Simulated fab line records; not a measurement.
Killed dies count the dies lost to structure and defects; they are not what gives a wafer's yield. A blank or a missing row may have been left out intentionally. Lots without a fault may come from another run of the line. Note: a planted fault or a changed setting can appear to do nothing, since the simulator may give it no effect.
Chamber matching || flow n5Finfet || N5_FIN_SAQP_FIN_ETCH_36 on rieSi-06: 4 sister chambers
The step etches the open film in HBr/Cl2/O2, target depth 120 nm, time 50.4 s. 22 wafers are shown with their chamber, then 11 later ones without.

== EACH WAFER AND ITS CHAMBER ==
{"wafer": "L074.1", "chamber": 2, "throttleValvePct (%)": 36.37, "drypumpMotorCurrentA (A)": 5.3, "oesProductAu (a.u.)": 1.015}
{"wafer": "L074.4", "chamber": 3, "throttleValvePct (%)": 36.27, "drypumpMotorCurrentA (A)": 4.9, "oesProductAu (a.u.)": 1.028}
{"wafer": "L074.6", "chamber": 2, "throttleValvePct (%)": 36.38, "drypumpMotorCurrentA (A)": 5.2, "oesProductAu (a.u.)": 1.010}
{"wafer": "L078.1", "chamber": 2, "throttleValvePct (%)": 36.39, "drypumpMotorCurrentA (A)": 5.3, "oesProductAu (a.u.)": 1.007}
{"wafer": "L078.3", "chamber": 0, "throttleValvePct (%)": 35.54, "drypumpMotorCurrentA (A)": 5.7, "oesProductAu (a.u.)": 1.005}
{"wafer": "L078.5", "chamber": 0, "throttleValvePct (%)": 35.55, "drypumpMotorCurrentA (A)": 5.6, "oesProductAu (a.u.)": 0.987}
{"wafer": "L080.1", "chamber": 0, "throttleValvePct (%)": 35.55, "drypumpMotorCurrentA (A)": 5.7, "oesProductAu (a.u.)": 0.993}
{"wafer": "L080.2", "chamber": 3, "throttleValvePct (%)": 36.27, "drypumpMotorCurrentA (A)": 4.9, "oesProductAu (a.u.)": 1.026}
{"wafer": "L080.4", "chamber": 1, "throttleValvePct (%)": 36.01, "drypumpMotorCurrentA (A)": 5.5, "oesProductAu (a.u.)": 0.976}
{"wafer": "L081.3", "chamber": 2, "throttleValvePct (%)": 36.37, "drypumpMotorCurrentA (A)": 5.3, "oesProductAu (a.u.)": 1.008}
{"wafer": "L081.5", "chamber": 3, "throttleValvePct (%)": 36.26, "drypumpMotorCurrentA (A)": 4.9, "oesProductAu (a.u.)": 1.035}
{"wafer": "L081.6", "chamber": 1, "throttleValvePct (%)": 36.00, "drypumpMotorCurrentA (A)": 5.6, "oesProductAu (a.u.)": 0.981}
{"wafer": "L082.1", "chamber": 3, "throttleValvePct (%)": 36.30, "drypumpMotorCurrentA (A)": 4.9, "oesProductAu (a.u.)": 1.027}
{"wafer": "L082.3", "chamber": 2, "throttleValvePct (%)": 36.37, "drypumpMotorCurrentA (A)": 5.2, "oesProductAu (a.u.)": 1.005}
{"wafer": "L082.4", "chamber": 0, "throttleValvePct (%)": 35.55, "drypumpMotorCurrentA (A)": 5.6, "oesProductAu (a.u.)": 0.987}
{"wafer": "L083.1", "chamber": 3, "throttleValvePct (%)": 36.30, "drypumpMotorCurrentA (A)": 4.9, "oesProductAu (a.u.)": 1.021}
{"wafer": "L083.4", "chamber": 2, "throttleValvePct (%)": 36.42, "drypumpMotorCurrentA (A)": 5.2, "oesProductAu (a.u.)": 0.995}
{"wafer": "L083.6", "chamber": 0, "throttleValvePct (%)": 35.56, "drypumpMotorCurrentA (A)": 5.6, "oesProductAu (a.u.)": 0.974}
{"wafer": "L086.1", "chamber": 3, "throttleValvePct (%)": 36.30, "drypumpMotorCurrentA (A)": 4.9, "oesProductAu (a.u.)": 1.019}
{"wafer": "L086.2", "chamber": 0, "throttleValvePct (%)": 35.56, "drypumpMotorCurrentA (A)": 5.6, "oesProductAu (a.u.)": 0.982}
{"wafer": "L086.3", "chamber": 2, "throttleValvePct (%)": 36.40, "drypumpMotorCurrentA (A)": 5.3, "oesProductAu (a.u.)": 0.991}
{"wafer": "L087.2", "chamber": 1, "throttleValvePct (%)": 36.00, "drypumpMotorCurrentA (A)": 5.6, "oesProductAu (a.u.)": 0.970}

SIGNATURES, as means of the wafers listed above
{"reading": "throttleValvePct", "chamber 0": 35.5517, "chamber 1": 36.0033, "chamber 2": 36.3857, "chamber 3": 36.2833, "scatter within a chamber": 0.0154}
{"reading": "drypumpMotorCurrentA", "chamber 0": 5.633, "chamber 1": 5.567, "chamber 2": 5.257, "chamber 3": 4.900, "scatter within a chamber": 0.0454}
{"reading": "oesProductAu", "chamber 0": 0.98800, "chamber 1": 0.97567, "chamber 2": 1.00443, "chamber 3": 1.02600, "scatter within a chamber": 0.00817}
Rule: a wafer's distance from a chamber is the root of the sum, over the readings, of the square of ((its reading less the chamber's mean) divided by the reading's scatter). The wafer belongs to the nearest chamber; if the next one is less than 2 further off, it can't be placed. The scatter: the root of (the sum of the squares of (reading less its chamber's mean) over the shown wafers, divided by (wafers less chambers)).

== WAFERS WHOSE CHAMBER IS MISSING ==
{"wafer": "L087.4", "throttleValvePct (%)": 36.28, "drypumpMotorCurrentA (A)": 4.9, "oesProductAu (a.u.)": 1.024}
{"wafer": "L087.6", "throttleValvePct (%)": 35.56, "drypumpMotorCurrentA (A)": 5.7, "oesProductAu (a.u.)": 0.982}
{"wafer": "L088.1", "throttleValvePct (%)": 36.39, "drypumpMotorCurrentA (A)": 5.3, "oesProductAu (a.u.)": 1.004}
{"wafer": "L088.3", "throttleValvePct (%)": 36.30, "drypumpMotorCurrentA (A)": 4.9, "oesProductAu (a.u.)": 1.022}
{"wafer": "L088.4", "throttleValvePct (%)": 36.02, "drypumpMotorCurrentA (A)": 5.6, "oesProductAu (a.u.)": 0.971}
{"wafer": "L090.1", "throttleValvePct (%)": 35.59, "drypumpMotorCurrentA (A)": 5.6, "oesProductAu (a.u.)": 0.976}
{"wafer": "L090.2", "throttleValvePct (%)": 36.00, "drypumpMotorCurrentA (A)": 5.6, "oesProductAu (a.u.)": 0.974}
{"wafer": "L090.4", "throttleValvePct (%)": 36.30, "drypumpMotorCurrentA (A)": 4.9, "oesProductAu (a.u.)": 1.020}
{"wafer": "L093.1", "throttleValvePct (%)": 36.38, "drypumpMotorCurrentA (A)": 5.2, "oesProductAu (a.u.)": 1.009}
{"wafer": "L093.2", "throttleValvePct (%)": 35.56, "drypumpMotorCurrentA (A)": 5.7, "oesProductAu (a.u.)": 0.988}
{"wafer": "L093.6", "throttleValvePct (%)": 35.57, "drypumpMotorCurrentA (A)": 5.6, "oesProductAu (a.u.)": 0.993}

== THE CHAMBER EACH PASSED THROUGH ==
{"wafer": "L087.4", "from the rows above": 3, "in truth": 3}
{"wafer": "L087.6", "from the rows above": 0, "in truth": 0}
{"wafer": "L088.1", "from the rows above": 2, "in truth": 2}
{"wafer": "L088.3", "from the rows above": 3, "in truth": 3}
{"wafer": "L088.4", "from the rows above": 1, "in truth": 1}
{"wafer": "L090.1", "from the rows above": 0, "in truth": 0}
{"wafer": "L090.2", "from the rows above": 1, "in truth": 1}
{"wafer": "L090.4", "from the rows above": 3, "in truth": 3}
{"wafer": "L093.1", "from the rows above": 2, "in truth": 2}
{"wafer": "L093.2", "from the rows above": 0, "in truth": 0}
{"wafer": "L093.6", "from the rows above": 0, "in truth": 0}
11 of 11 placed correctly. Not placeable from these rows: 0. 0 placed wrongly.
